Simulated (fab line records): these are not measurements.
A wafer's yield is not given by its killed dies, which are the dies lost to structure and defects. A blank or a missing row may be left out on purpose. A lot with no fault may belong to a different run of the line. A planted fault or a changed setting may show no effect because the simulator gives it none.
Chamber matching -- flow n5_finfet -- 4 sister chambers for N5_BEOL_M3_ETCH_63 on rie_diel-01
The step etches SiARC in CF4, target depth 15.6 nm, time 26 s. 4 wafers are shown with their chamber, then 11 later ones without.

## WAFERS PAIRED WITH THEIR CHAMBERS
wafer,chamber,showerhead_plenum_p_Torr (Torr)
L083.5,3,2.21
L090.2,0,2.25
L090.6,1,2.05
L091.2,2,2.08

## WAFERS WHOSE CHAMBER IS MISSING
wafer,showerhead_plenum_p_Torr (Torr)
L091.3,2.20
L091.4,2.25
L092.2,2.08
L092.4,2.20
L092.6,2.20
L093.1,2.05
L093.5,2.25
L093.6,2.05
L095.1,2.05
L095.2,2.07
L095.4,2.20

## WHICH CHAMBER EACH WENT THROUGH
wafer,from the rows above,in truth
L091.3,3,3
L091.4,0,0
L092.2,2,2
L092.4,3,3
L092.6,3,3
L093.1,1,1
L093.5,0,0
L093.6,1,1
L095.1,1,1
L095.2,can't be placed: 2 or 1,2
L095.4,3,3
Placed correctly: 10 of 11. From these rows, 1 cannot be placed; in 1 the true chamber is one of the candidates. Placed wrongly: 0.
How it was worked out, from the rows above alone: a wafer's distance from a chamber is the root of the sum, over the readings, of the square of ((its reading less the chamber's mean) divided by the reading's scatter). The wafer belongs to the nearest chamber; if the next one is less than 2 further off, it can't be placed. For every chamber, the mean is computed from those of its wafers that are shown. The scatter (one wafer shown for each chamber): square how far every hidden wafer sits from the nearest shown wafer, average those squares and take the square root.
